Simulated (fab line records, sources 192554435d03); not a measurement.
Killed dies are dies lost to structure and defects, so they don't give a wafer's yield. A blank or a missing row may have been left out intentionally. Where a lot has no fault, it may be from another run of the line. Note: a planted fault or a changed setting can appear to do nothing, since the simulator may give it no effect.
fab line records | flow n5Finfet
record: lots: 10 wafers: 30 lastDay: 19
route steps=1938 shown BEOL_M12@1619 PASSIVATION@1936
lots untouched by any fault: they come from a run of this same line in which no faults occurred
startH: the number of hours between the record's first day and the start of the first shown wafer of the lot | waitH: hours from the lot's prior step to this one | " repeats the value in the row above | L1.1+2: a single row standing in for several wafers | - no value present, or no start provided | * or withheld: withheld | < > ~ a bound
route shown NAME@n: a module of which the file shows steps, and the number in the route of the first | usual: average and standard deviation across the fault-free wafers | same: alike in all rows | chamber/n: place in a boat | sites: per-site readings | _std_site: the standard deviation of these | _edge_site: outer sites' mean less inner sites' | radiusMm: how far each site lies from the wafer's centre | mask NAME#n: copy n | behind: tool/chamber where the wafer was last shaped | hold: the reason the lot was held/the length of the hold in hours/how it ended | device: whichever transistor did not switch (one of n, p or np) | end of line: tests of these same wafers at the route's end | step lacking rows: just its recipe | killed: the dies lost at the first sort to structure and to defects; this is not the yield of the wafer | map: per-die view of a wafer (x killed, . not killed, _ where there is no die)
set.NAME: setting as actually run; set.NAME@STEP: the setting as run at that earlier step | model.NAME: the simulator's own value behind a step, which no gauge read
one table for each step of the route and one row for each wafer, over a sample of lots
services: a tool's chamber out of use, with start hour (startH, from the record's first day; less than 0 if before it), hours out, and reason
== steps ==
step: N5_BEOL_M12_STRIP_64
recipe: chemistry: N2/H2 powerW: 1000 tempC: 250 h2Frac: 0.65 overashFraction: 0.3 pressureMtorr: withheld n2FlowSccm: 1750 h2FlowSccm: 3250
usual: drypumpMotorCurrentA: 6.1/0.6 heaterPowerW: 336/26 oesProductAu: 0.715/0.0048 stripTimeToEndpointS: 31.34/0.073
columns lot.wafer tool chamber startH waitH drypumpMotorCurrentA heaterPowerW oesProductAu rfHoursCounterH stripTimeToEndpointS
L205.2 plasmaAsher-01 1 256.46 0.0 6.6 334 0.722 63 31.36
L205.3 " 1 " " 6.6 333 0.711 - 31.37
L205.5 " 0 " " 5.3 291 0.713 - 31.37
L206.3 plasmaAsher-01 0 271.03 0.0 5.3 301 0.724 - 31.27
L206.4 " 1 " " 6.6 337 0.717 - 31.18
L206.6 " 1 " " 6.6 336 0.721 - 31.26
L204.3 plasmaAsher-01 0 271.46 0.0 5.3 296 0.719 - 31.44
L204.4 " 1 " " 6.6 339 0.712 - 31.36
L204.5 " 1 " " 6.6 340 0.712 - 31.39
L210.1 plasmaAsher-01 1 296.38 0.0 6.6 341 0.716 71 31.17
L210.2 " 0 " " 5.2 296 0.719 71 31.28
L210.4 " 1 " " 6.6 331 0.713 - 31.20
L214.2 plasmaAsher-01 1 324.76 0.0 6.6 336 0.710 78 31.45
L214.3 " 1 " " 6.6 336 0.713 - 31.46
L214.4 " 0 " " 5.3 302 0.716 - 31.38
L217.2 plasmaAsher-01 1 352.82 0.0 6.6 340 0.711 83 31.35
L217.4 " 0 " " 5.3 294 0.717 - 31.31
L217.5 " 0 " " 5.3 296 0.720 - 31.25
L219.2 plasmaAsher-01 1 355.24 0.0 6.6 335 0.710 84 31.35
L219.4 " 1 " " 6.6 346 0.719 - 31.38
L219.5 " 0 " " 5.3 290 0.722 - 31.29
L225.2 plasmaAsher-02 0 404.88 0.0 5.7 360 0.710 156 31.31
L225.4 " 0 " " 5.7 370 0.713 - 31.38
L225.6 " 0 " " 5.7 368 0.719 - 31.40
L224.2 plasmaAsher-02 0 408.63 0.0 5.7 376 0.712 157 31.34
L224.3 " 0 " " 5.7 370 0.718 - 31.38
L224.5 " 0 " " 5.7 371 0.726 - 31.31
L223.3 plasmaAsher-02 0 412.41 0.0 5.6 370 0.719 - 31.38
L223.4 " 1 " " 6.7 336 0.722 - 31.36
L223.5 " 0 " " 5.7 373 0.714 - 31.33
step: N5_BEOL_M12_INSPECT_30
recipe: mode: adi inspectInstrument: macro
usual: rawDefectCount: 2.1/1.5
columns lot.wafer tool chamber startH waitH rawDefectCount
L205.2 defectInspect-01 - 257.12 0.0 0
L205.3 " - " " 3
L205.5 " - " " 1
L206.3 defectInspect-01 - 271.67 0.0 4
L206.4 " - " " 3
L206.6 " - " " 2
L204.3 defectInspect-01 - 271.97 0.0 4
L204.4 " - " " 1
L204.5 " - " " 4
L210.1 defectInspect-02 - 296.90 0.0 3
L210.2 " - " " 2
L210.4 " - " " 4
L214.2 defectInspect-01 - 325.41 0.0 4
L214.3 " - " " 5
L214.4 " - " " 1
L217.2 defectInspect-02 - 353.47 0.0 2
L217.4 " - " " >300
L217.5 " - " " >300
L219.2 defectInspect-01 - 355.89 0.0 2
L219.4 " - " " 2
L219.5 " - " " >300
L225.2 defectInspect-01 - 405.53 0.0 2
L225.4 " - " " 4
L225.6 " - " " 1
L224.2 defectInspect-01 - 409.16 0.0 1
L224.3 " - " " 3
L224.5 " - " " 1
L223.3 defectInspect-02 - 412.92 0.0 1
L223.4 " - " " 0
L223.5 " - " " 2
step: N5_BEOL_M12_ETCH_68
recipe: chemistry: N2/H2 target: SOC maskMaterial: SiARC sourceW: 3000 biasW: 350 tempC: 40 timeS: 285 ionEnergyEv: 200 pressureMtorr: 30 n2FlowSccm: 200 h2FlowSccm: 200
usual: drypumpMotorCurrentA: 5.5/0.31 oesProductAu: 0.82/0.087 rfVppV: 524.2/2.6 showerheadPlenumPTorr: 2.55/0.095 throttleValvePct: 17.66/0.24
columns lot.wafer tool chamber startH waitH drypumpMotorCurrentA oesProductAu rfHoursCounterH rfVppV showerheadPlenumPTorr throttleValvePct
L205.2 rieDiel-04 2 257.42 0.1 5.4 0.92 25 523.2 2.48 17.19
L205.3 " 3 " " 5.2 0.72 203 522.8 2.54 17.95
L205.5 " 1 " " 5.9 0.71 - 519.9 2.41 17.75
L206.3 rieDiel-04 3 271.88 0.1 5.2 0.71 209 524.3 2.53 17.95
L206.4 " 1 " " 5.9 0.70 - 519.6 2.41 17.75
L206.6 " 3 " " 5.2 0.71 - 523.4 2.53 17.95
L204.3 rieDiel-04 0 272.41 0.1 5.6 0.70 253 522.7 2.51 17.94
L204.4 " 1 " " 5.9 0.70 - 520.0 2.41 17.76
L204.5 " 0 " " 5.5 0.70 - 524.6 2.51 17.94
L210.1 rieDiel-04 3 297.12 0.1 5.2 0.71 220 522.1 2.53 17.97
L210.2 " 2 " " 5.4 0.93 29 521.5 2.48 17.20
L210.4 " 1 " " 5.9 0.68 - 519.6 2.40 17.78
L214.2 rieDiel-03 2 325.63 0.1 4.9 0.83 67 527.3 2.69 17.85
L214.3 " 3 " " 5.4 0.79 104 522.7 2.56 17.83
L214.4 " 1 " " 5.8 0.90 29 526.8 2.60 17.73
L217.2 rieDiel-03 1 353.69 0.1 5.8 0.89 39 525.9 2.59 17.76
L217.4 " 2 " " 4.9 0.84 77 526.1 2.69 17.86
L217.5 " 3 " " 5.4 0.79 - 523.9 2.56 17.85
L219.2 rieDiel-04 2 356.11 0.1 5.4 0.89 50 521.8 2.47 17.23
L219.4 " 1 " " 5.9 0.94 6 527.7 2.72 17.42
L219.5 " 0 " " 5.6 0.93 - 522.2 2.50 17.47
L225.2 rieDiel-01 1 405.75 0.1 5.6 0.88 45 527.5 2.69 17.36
L225.4 " 3 " " 5.3 0.77 121 520.9 2.44 17.56
L225.6 " 0 " " 5.3 0.89 - 525.3 2.59 17.53
L224.2 rieDiel-03 1 409.39 0.1 5.9 0.89 56 524.8 2.58 17.80
L224.3 " 0 " " 5.8 0.83 81 524.4 2.58 17.37
L224.5 " 1 " " 5.8 0.87 - 524.8 2.58 17.77
L223.3 rieDiel-03 2 413.14 0.1 4.9 0.82 93 527.2 2.68 17.89
L223.4 " 1 " " 5.9 0.86 57 524.1 2.58 17.78
L223.5 " 3 " " 5.4 0.77 - 523.7 2.55 17.87
step: N5_BEOL_M12_ETCH_38
recipe: chemistry: CF4/N2 target: SiCN targetDepthA: 687 taperDeg: 2 timeS: 73.4 ionEnergyEv: 150 maskMaterial: SiO2 pressureMtorr: 40 sourceW: 430 biasW: 70 Ar_flow_sccm: 100 cf4FlowSccm: 60 n2FlowSccm: 60
usual: drypumpMotorCurrentA: 5.51/0.27 mfcArSccm: 99.97/0.29 oesProductAu: 0.83/0.091 rfVppV: 382.7/2 showerheadPlenumPTorr: 2.21/0.083 throttleValvePct: 15.27/0.24
columns lot.wafer tool chamber startH waitH drypumpMotorCurrentA mfcArSccm oesProductAu rfHoursCounterH rfVppV showerheadPlenumPTorr throttleValvePct
L205.2 rieDiel-04 2 258.48 - 5.38 99.74 0.92 26 380.9 2.16 14.99
L205.3 " 3 " " 5.22 99.31 0.72 203 380.9 2.18 15.49
L205.5 " 0 " " 5.52 100.27 0.69 - 381.3 2.18 15.49
L206.3 rieDiel-04 0 274.32 - 5.52 99.62 0.68 253 382.1 2.17 15.49
L206.4 " 3 " " 5.20 99.92 0.71 - 380.9 2.18 15.49
L206.6 " 0 " " 5.53 99.75 0.69 - 382.7 2.17 15.49
L204.3 rieDiel-03 2 275.85 - 4.92 99.92 0.88 51 384.9 2.34 15.42
L204.4 " 0 " " 5.82 100.03 0.85 44 383.6 2.24 14.90
L204.5 " 3 " " 5.45 100.12 0.81 - 382.9 2.22 15.39
L210.1 rieDiel-01 1 306.14 - 5.64 100.26 0.96 5 386.1 2.34 14.99
L210.2 " 3 " " 5.23 100.29 0.82 84 380.4 2.13 15.31
L210.4 " 3 " " 5.25 100.10 0.81 - 383.5 2.13 15.30
L214.2 rieDiel-04 3 328.85 - 5.21 99.55 0.70 233 382.3 2.17 15.54
L214.3 " 0 " " 5.55 99.84 0.97 6 381.8 2.17 14.96
L214.4 " 3 " " 5.22 100.39 0.70 - 379.4 2.17 15.54
L217.2 rieDiel-04 1 356.66 - 5.92 100.34 0.95 6 386.8 2.36 15.14
L217.4 " 2 " " 5.38 99.63 0.88 50 380.0 2.15 15.04
L217.5 " 0 " " 5.51 100.27 0.94 - 382.9 2.17 15.00
L219.2 rieDiel-03 2 357.90 - 4.92 100.08 0.84 78 387.7 2.33 15.49
L219.4 " 0 " " 5.83 100.01 0.82 65 383.6 2.23 14.93
L219.5 " 3 " " 5.42 100.40 0.79 - 383.1 2.21 15.44
L225.2 rieDiel-01 3 409.95 - 5.24 100.09 0.77 122 381.8 2.11 15.37
L225.4 " 2 " " 5.77 100.60 0.95 5 385.9 2.35 15.23
L225.6 " 1 " " 5.63 99.82 0.88 - 385.2 2.32 15.10
L224.2 rieDiel-04 0 410.30 - 5.53 100.50 0.88 34 381.9 2.16 15.03
L224.3 " 2 " " 5.41 99.65 0.86 69 381.1 2.15 15.06
L224.5 " 0 " " 5.54 100.34 0.89 - 380.8 2.16 15.04
L223.3 rieDiel-03 3 413.95 - 5.43 99.69 0.77 132 382.9 2.20 15.47
L223.4 " 1 " " 5.84 100.35 0.86 57 382.1 2.25 15.43
L223.5 " 3 " " 5.43 99.94 0.77 - 382.3 2.20 15.47
step: N5_BEOL_M12_DEGAS_41
recipe: ambient: vacuum tempC: 250 timeS: 60
usual: heaterPowerW: 343/27
columns lot.wafer tool chamber startH waitH heaterPowerW
L205.2 pvdSputter-02 - 258.82 0.2 406
L205.3 " - " " 323
L205.5 " - " " 327
L206.3 pvdSputter-02 - 274.66 0.0 406
L206.4 " - " " 329
L206.6 " - " " 323
L204.3 pvdSputter-02 - 276.09 0.1 343
L204.4 " - " " 320
L204.5 " - " " 322
L210.1 pvdSputter-01 - 306.34 0.0 341
L210.2 " - " " 350
L210.4 " - " " 356
L214.2 pvdSputter-01 - 329.22 0.2 334
L214.3 " - " " 317
L214.4 " - " " 344
L217.2 pvdSputter-01 - 357.46 0.6 336
L217.4 " - " " 348
L217.5 " - " " 337
L219.2 pvdSputter-02 - 358.91 0.9 403
L219.4 " - " " 326
L219.5 " - " " 336
L225.2 pvdSputter-02 - 410.43 0.3 325
L225.4 " - " " 337
L225.6 " - " " 324
L224.2 pvdSputter-03 - 410.60 0.1 341
L224.3 " - " " 353
L224.5 " - " " 341
L223.3 pvdSputter-03 - 416.34 2.2 326
L223.4 " - " " 343
L223.5 " - " " 333
step: N5_PASSIVATION_PROBE_49
usual: defectLimitedYield: 91.3/1.4 killed_at_M0_to_M3: 33/11 killed_at_M4_up: 15/6.2 killedAtContacts: 13/6.5 killedAtFrontEnd: 38/11 killedAtOther: 3.4/2.6 killedDies: 102/17 killedOpen: 67/12 killedShort: 34/7.9 sort_bin_5_function: 5.1/0.88 sort_bin_6_memory: 3.3/0.65 sort_bin_8_speed: 0.00/0.0099 sortNPass: 1078/17 sortYieldPct: 91.3/1.4
same: grossDies: 1180 killedAtBackSide: 0 sort_bin_4_leakage[%]: 0
columns lot.wafer tool chamber startH waitH defectLimitedYield[%] killed_at_M0_to_M3 killed_at_M4_up killedAtContacts killedAtFrontEnd killedAtOther killedDies killedOpen killedShort sort_bin_5_function[%] sort_bin_6_memory[%] sort_bin_8_speed[%] sortNPass sortYieldPct[%]
L205.2 prober-02 - 295.00 0.1 88.9 49 14 20 45 3 131 90 41 7.1 3.5 0 1049 88.9
L205.3 prober-02 - 295.05 0.1 89.1 43 23 15 43 5 129 85 43 6.4 4.2 0 1051 89.1
L205.5 prober-02 - 295.15 0.2 90.2 44 21 20 29 2 116 75 39 5.4 4.2 0 1064 90.2
L206.3 prober-02 - 310.72 0.1 88.6 73 15 13 30 3 134 84 47 6.6 4.3 0 1046 88.6
L206.4 prober-02 - 310.77 0.2 89.5 53 10 20 38 3 124 70 51 5.9 4.1 0 1056 89.5
L206.6 prober-02 - 310.87 0.3 92.6 33 12 8 30 4 87 61 25 4.2 2.9 0 1093 92.6
L204.3 prober-02 - 315.83 0.1 92.4 21 14 18 32 5 90 57 31 4.4 2.9 0 1090 92.4
L204.4 prober-02 - 315.88 0.2 90.6 54 11 9 31 6 111 71 36 6.0 3.1 0 1069 90.6
L204.5 prober-02 - 315.93 0.2 92.2 37 15 7 28 5 92 62 28 4.6 3.0 0 1088 92.2
L210.1 prober-02 - 340.37 0.0 89.4 34 26 12 44 9 125 85 40 6.4 4.0 0 1055 89.4
L210.2 prober-02 - 340.42 0.1 90.3 39 18 14 39 5 115 82 30 5.5 4.0 0 1065 90.3
L210.4 prober-02 - 340.52 0.2 90.1 37 8 14 49 9 117 63 51 5.9 3.1 0 1063 90.1
L214.2 prober-02 - 363.71 0.1 92.5 31 11 11 34 1 88 56 32 4.1 3.1 0 1092 92.5
L214.3 prober-02 - 363.76 0.1 91.7 29 12 6 46 5 98 65 31 4.8 3.2 0 1082 91.7
L214.4 prober-02 - 363.81 0.2 90.8 30 3 4 71 1 109 65 43 4.8 3.5 0.08 1071 90.8
L219.2 prober-02 - 392.57 0.1 91.3 27 21 9 42 4 103 73 26 4.7 3.6 0 1077 91.3
L219.4 prober-02 - 392.67 0.2 89.7 20 26 14 55 7 122 73 47 5.6 4.0 0 1058 89.7
L219.5 prober-02 - 392.72 0.2 79.5 21 161 22 38 0 242 74 24 12.4 4.6 0 938 79.5
L217.2 prober-01 - 394.05 0.1 90.1 20 28 20 45 4 117 86 30 6.0 3.6 0 1063 90.1
L217.4 prober-01 - 394.15 0.2 79.7 28 159 17 32 4 240 49 38 12.8 4.0 0 940 79.7
L217.5 prober-01 - 394.20 0.2 80.1 18 158 16 42 1 235 55 30 11.1 4.9 0 945 80.1
L225.2 prober-01 - 449.98 0.1 90.9 34 16 8 43 6 107 74 33 5.1 3.8 0 1073 90.9
L225.4 prober-01 - 450.08 0.2 91.0 42 14 18 29 3 106 72 34 4.7 4.1 0 1074 91.0
L225.6 prober-01 - 450.18 0.3 90.7 32 25 5 39 9 110 67 43 6.0 3.1 0 1070 90.7
L224.2 prober-01 - 455.34 0.1 90.2 29 24 9 51 3 116 87 27 5.2 4.1 0 1064 90.2
L224.3 prober-01 - 455.39 0.1 90.8 18 31 15 39 6 109 71 36 5.8 3.3 0 1071 90.8
L224.5 prober-01 - 455.49 0.2 91.3 34 20 13 35 1 103 71 31 4.8 3.7 0 1077 91.3
L223.3 prober-02 - 455.84 0.1 94.4 27 9 6 22 2 66 41 25 3.1 2.5 0 1114 94.4
L223.4 prober-02 - 455.89 0.2 93.6 26 14 4 31 1 76 52 24 3.7 2.6 0 1104 93.6
L223.5 prober-02 - 455.94 0.2 93.7 24 22 6 22 0 74 43 31 3.6 2.5 0 1106 93.7
killed by level:class
L205.2 MOL_CONTACT_COAG:geometricParticle:open=14 STI_FIN_REVEAL:geometricParticle:open=13 BEOL_M0_SAQP:geometricParticle:open=11 BEOL_M0_SAQP:geometricParticle:short=11 BEOL_M1:geometricParticle:open=9 BEOL_M2:geometricParticle:open=9 BEOL_M0:geometricParticle:open=6 BEOL_M4:geometricParticle:open=6
L205.3 FIN_SAQP:geometricParticle:short=11 MOL_CONTACT_COAG:geometricParticle:open=11 FIN_SAQP:geometricParticle:open=10 BEOL_M0_SAQP:geometricParticle:open=10 BEOL_M4:geometricParticle:open=9 BEOL_M0_SAQP:geometricParticle:short=9 BEOL_M1:geometricParticle:open=8 STI_FIN_REVEAL:geometricParticle:open=6
L205.5 MOL_CONTACT_COAG:geometricParticle:open=15 BEOL_M0_SAQP:geometricParticle:open=15 BEOL_M0_SAQP:geometricParticle:short=14 BEOL_M4:geometricParticle:open=8 FIN_SAQP:geometricParticle:short=7 BEOL_M3:geometricParticle:open=6 MOL_CONTACT_COAG:geometricParticle:short=5 DUMMY_GATE:geometricParticle:open=4
L206.3 BEOL_M0_SAQP:geometricParticle:open=19 BEOL_M0_SAQP:geometricParticle:short=14 BEOL_M2:geometricParticle:open=12 MOL_CONTACT_COAG:geometricParticle:open=11 BEOL_M1:geometricParticle:open=11 BEOL_M4:geometricParticle:short=7 BEOL_M3:geometricParticle:open=6 BEOL_M4:geometricParticle:open=6
L206.4 MOL_CONTACT_COAG:geometricParticle:open=18 BEOL_M2:geometricParticle:open=13 FIN_SAQP:geometricParticle:short=8 BEOL_M0_SAQP:geometricParticle:short=7 BEOL_M0_SAQP:geometricParticle:open=6 BEOL_M2:geometricParticle:short=6 STI_FIN_REVEAL:geometricParticle:open=5 GATE_CUT:geometricParticle:short=5
L206.6 STI_FIN_REVEAL:geometricParticle:open=12 BEOL_M0_SAQP:geometricParticle:short=9 MOL_CONTACT_COAG:geometricParticle:open=7 BEOL_M0_SAQP:geometricParticle:open=7 BEOL_M2:geometricParticle:open=6 BEOL_M4:geometricParticle:open=5 BEOL_M1:geometricParticle:open=4 FIN_SAQP:geometricParticle:short=3
L204.3 MOL_CONTACT_COAG:geometricParticle:open=14 FIN_SAQP:geometricParticle:open=7 BEOL_M2:geometricParticle:open=6 FIN_SAQP:geometricParticle:short=5 BEOL_M0_SAQP:geometricParticle:short=5 STI_FIN_REVEAL:geometricParticle:short=4 BEOL_M4:geometricParticle:open=4 BEOL_M5:geometricParticle:open=4
L204.4 BEOL_M0_SAQP:geometricParticle:open=15 BEOL_M0_SAQP:geometricParticle:short=13 BEOL_M3:geometricParticle:open=13 MOL_CONTACT_COAG:geometricParticle:open=7 GATE_CUT:geometricParticle:short=6 BEOL_M1:geometricParticle:open=6 FIN_SAQP:geometricParticle:open=5 GATE_CUT:geometricParticle:open=5
L204.5 GATE_CUT:geometricParticle:open=9 BEOL_M0_SAQP:geometricParticle:open=9 BEOL_M0_SAQP:geometricParticle:short=9 BEOL_M2:geometricParticle:open=7 BEOL_M3:geometricParticle:open=6 BEOL_M1:geometricParticle:open=5 BEOL_M4:geometricParticle:open=5 BEOL_M5:geometricParticle:open=5
L210.1 BEOL_M4:geometricParticle:open=15 STI_FIN_REVEAL:geometricParticle:open=11 MOL_CONTACT_COAG:geometricParticle:open=10 FIN_SAQP:geometricParticle:open=9 GATE_CUT:geometricParticle:short=7 BEOL_M0_SAQP:geometricParticle:open=6 BEOL_M0_SAQP:geometricParticle:short=6 BEOL_M0:geometricParticle:open=6
L210.2 MOL_CONTACT_COAG:geometricParticle:open=12 BEOL_M2:geometricParticle:open=12 FIN_SAQP:geometricParticle:open=11 BEOL_M3:geometricParticle:open=11 FIN_SAQP:geometricParticle:short=10 BEOL_M4:geometricParticle:open=8 BEOL_M0_SAQP:geometricParticle:short=6 BEOL_M0_SAQP:geometricParticle:open=6
L210.4 FIN_SAQP:geometricParticle:short=17 FIN_SAQP:geometricParticle:open=13 BEOL_M0_SAQP:geometricParticle:short=9 MOL_CONTACT_COAG:geometricParticle:open=8 BEOL_M3:geometricParticle:open=8 MOL_CONTACT_COAG:geometricParticle:short=6 BEOL_M0_SAQP:geometricParticle:open=6 BEOL_M5:geometricParticle:open=6
L214.2 GATE_CUT:geometricParticle:short=9 MOL_CONTACT_COAG:geometricParticle:open=8 BEOL_M0_SAQP:geometricParticle:open=8 GATE_CUT:geometricParticle:open=6 BEOL_M1:geometricParticle:open=6 STI_FIN_REVEAL:geometricParticle:open=5 BEOL_M0_SAQP:geometricParticle:short=5 BEOL_M2:geometricParticle:open=5
L214.3 GATE_CUT:geometricParticle:short=13 BEOL_M3:geometricParticle:open=9 FIN_SAQP:geometricParticle:short=8 FIN_SAQP:geometricParticle:open=7 GATE_CUT:geometricParticle:open=7 BEOL_M4:geometricParticle:open=7 BEOL_M1:geometricParticle:open=6 MOL_CONTACT_COAG:geometricParticle:open=5
L214.4 STI_FIN_REVEAL:geometricParticle:open=17 FIN_SAQP:geometricParticle:open=12 FIN_SAQP:geometricParticle:short=10 BEOL_M0_SAQP:geometricParticle:open=9 BEOL_M0_SAQP:geometricParticle:short=8 GATE_CUT:geometricParticle:short=7 GATE_CUT:geometricParticle:open=6 STI_FIN_REVEAL:geometricParticle:short=5
L219.2 BEOL_M2:geometricParticle:open=11 BEOL_M4:geometricParticle:open=11 STI_FIN_REVEAL:geometricParticle:open=8 BEOL_M0_SAQP:geometricParticle:open=7 GATE_CUT:geometricParticle:short=7 FIN_SAQP:geometricParticle:open=6 MOL_CONTACT_COAG:geometricParticle:open=6 BEOL_M0_SAQP:geometricParticle:short=4
L219.4 BEOL_M4:geometricParticle:open=16 FIN_SAQP:geometricParticle:short=12 MOL_CONTACT_COAG:geometricParticle:open=11 GATE_CUT:geometricParticle:short=10 FIN_SAQP:geometricParticle:open=8 STI_FIN_REVEAL:geometricParticle:open=7 BEOL_M0_SAQP:geometricParticle:short=5 BEOL_M2:geometricParticle:open=4
L219.5 BEOL_M12:unspecified=144 MOL_CONTACT_COAG:geometricParticle:open=18 BEOL_M4:geometricParticle:open=13 FIN_SAQP:geometricParticle:open=11 STI_FIN_REVEAL:geometricParticle:open=7 BEOL_M2:geometricParticle:open=7 GATE_CUT:geometricParticle:short=6 STARTING-WAFER:geometricParticle:open=6
L217.2 MOL_CONTACT_COAG:geometricParticle:open=20 STI_FIN_REVEAL:geometricParticle:open=18 FIN_SAQP:geometricParticle:short=13 BEOL_M2:geometricParticle:open=11 BEOL_M5:geometricParticle:open=7 BEOL_M4:geometricParticle:open=6 BEOL_M5:geometricParticle:short=5 FIN_SAQP:geometricParticle:open=3
L217.4 BEOL_M12:unspecified=152 MOL_CONTACT_COAG:geometricParticle:open=12 BEOL_M0_SAQP:geometricParticle:short=8 FIN_SAQP:geometricParticle:short=7 FIN_SAQP:geometricParticle:open=5 DUMMY_GATE:geometricParticle:short=5 MOL_CONTACT_COAG:geometricParticle:short=5 BEOL_M2:geometricParticle:open=5
L217.5 BEOL_M12:unspecified=149 FIN_SAQP:geometricParticle:short=12 MOL_CONTACT_COAG:geometricParticle:open=9 FIN_SAQP:geometricParticle:open=7 MOL_CONTACT_COAG:geometricParticle:short=7 STI_FIN_REVEAL:geometricParticle:open=7 DUMMY_GATE:geometricParticle:open=6 BEOL_M2:geometricParticle:open=6
L225.2 FIN_SAQP:geometricParticle:short=11 BEOL_M2:geometricParticle:open=11 FIN_SAQP:geometricParticle:open=9 MOL_CONTACT_COAG:geometricParticle:open=7 BEOL_M4:geometricParticle:open=7 STI_FIN_REVEAL:geometricParticle:open=5 BEOL_M3:geometricParticle:open=5 BEOL_M1:geometricParticle:open=5
L225.4 MOL_CONTACT_COAG:geometricParticle:open=14 BEOL_M3:geometricParticle:open=13 DUMMY_GATE:geometricParticle:open=9 BEOL_M2:geometricParticle:open=7 BEOL_M1:geometricParticle:open=5 FIN_SAQP:geometricParticle:short=4 GATE_CUT:geometricParticle:short=4 MOL_CONTACT_COAG:geometricParticle:short=4
L225.6 DUMMY_GATE:geometricParticle:open=9 FIN_SAQP:geometricParticle:short=8 BEOL_M4:geometricParticle:open=8 BEOL_M2:geometricParticle:open=8 FIN_SAQP:geometricParticle:open=7 BEOL_M2:geometricParticle:short=6 GATE_CUT:geometricParticle:short=5 MOL_CONTACT_COAG:geometricParticle:open=5
L224.2 BEOL_M4:geometricParticle:open=18 FIN_SAQP:geometricParticle:open=13 BEOL_M2:geometricParticle:open=10 BEOL_M3:geometricParticle:open=9 MOL_CONTACT_COAG:geometricParticle:open=8 FIN_SAQP:geometricParticle:short=4 DUMMY_GATE:geometricParticle:open=4 ILD0:geometricParticle:open=4
L224.3 BEOL_M4:geometricParticle:open=18 MOL_CONTACT_COAG:geometricParticle:open=11 FIN_SAQP:geometricParticle:short=9 BEOL_M2:geometricParticle:open=6 STARTING-WAFER:geometricParticle:open=6 FIN_SAQP:geometricParticle:open=5 STI_FIN_REVEAL:geometricParticle:open=4 DUMMY_GATE:geometricParticle:open=4
L224.5 BEOL_M4:geometricParticle:open=14 STI_FIN_REVEAL:geometricParticle:open=9 BEOL_M2:geometricParticle:open=9 BEOL_M3:geometricParticle:open=9 MOL_CONTACT_COAG:geometricParticle:open=8 FIN_SAQP:geometricParticle:open=5 MOL_CONTACT_COAG:geometricParticle:short=5 BEOL_M0_SAQP:geometricParticle:short=4
L223.3 BEOL_M2:geometricParticle:open=7 GATE_CUT:geometricParticle:short=6 BEOL_M3:geometricParticle:open=6 BEOL_M1:geometricParticle:open=5 MOL_CONTACT_COAG:geometricParticle:open=4 FIN_SAQP:geometricParticle:open=3 BEOL_M0_SAQP:geometricParticle:short=3 BEOL_M4:geometricParticle:open=3
L223.4 BEOL_M1:geometricParticle:open=10 FIN_SAQP:geometricParticle:open=6 DUMMY_GATE:geometricParticle:open=6 STARTING-WAFER:geometricParticle:short=6 BEOL_M4:geometricParticle:open=4 BEOL_M3:geometricParticle:open=4 STARTING-WAFER:geometricParticle:open=4 DUMMY_GATE:geometricParticle:short=3
L223.5 BEOL_M4:geometricParticle:open=10 FIN_SAQP:geometricParticle:short=8 BEOL_M0_SAQP:geometricParticle:short=5 BEOL_M0_SAQP:geometricParticle:open=4 BEOL_M1:geometricParticle:open=4 BEOL_M3:geometricParticle:open=4 BEOL_M7:geometricParticle:open=4 GATE_CUT:geometricParticle:short=3
== services ==
columns tool chamber startH hours kind
rieDiel-04 1 232.60 8.5 repair
rieDiel-01 3 236.72 4.0 repair
rieDiel-04 2 262.52 29.1 repair
rieDiel-03 0 285.15 18.7 repair
rieDiel-04 0 291.63 - clean
rieDiel-04 0 291.63 - consumableReplace:focusRing
rieDiel-04 0 291.63 22.6 scheduledDown
rieDiel-04 0 291.63 22.6 ventCycle
plasmaAsher-01 - 300.37 4.0 repair
rieDiel-04 1 314.27 - clean
rieDiel-04 1 314.27 - consumableReplace:focusRing
rieDiel-04 1 314.27 - consumableReplace:showerhead
rieDiel-04 1 314.27 20.2 scheduledDown
rieDiel-04 1 314.27 20.2 ventCycle
rieDiel-03 2 360.21 3.0 repair
pvdSputter-01 - 370.77 4.7 repair
plasmaAsher-02 - 371.90 14.6 pm
plasmaAsher-02 - 386.50 2.8 pm
rieDiel-04 3 400.12 6.5 repair
plasmaAsher-02 - 403.44 0.7 repair
rieDiel-03 - 404.61 0.9 repair
plasmaAsher-01 - 405.21 15.6 pm
rieDiel-04 3 406.69 - clean
rieDiel-04 3 406.69 - consumableReplace:focusRing
== key ==
firstSign: step: N5_BEOL_M12_INSPECT_30 reading: rawDefectCount direction: up sigmas: 99+ usual: 2.1 struck: >300
effect: step: N5_PASSIVATION_PROBE_49 reading: killed_at_M4_up direction: up sigmas: 23 usual: 15 struck: 159
moreKillsBornAt: N5_BEOL_M12_STRIP_64@plasmaAsher-01: 445
metAt N5_BEOL_M12_STRIP_64
struckLots L217,L219
struckWafers L217.4,L217.5,L219.5
notActingAt N5_BEOL_M12_ETCH_68,N5_BEOL_M12_ETCH_38,N5_BEOL_M12_DEGAS_41
onsetBetween 324.76 352.82
fault: kind: chamberParticleSource tool: plasmaAsher-01 chamber: 0 onsetH: 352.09 steps: N5_BEOL_M12_STRIP_64 ratePerVisitCm2: 1.7108 endH: 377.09
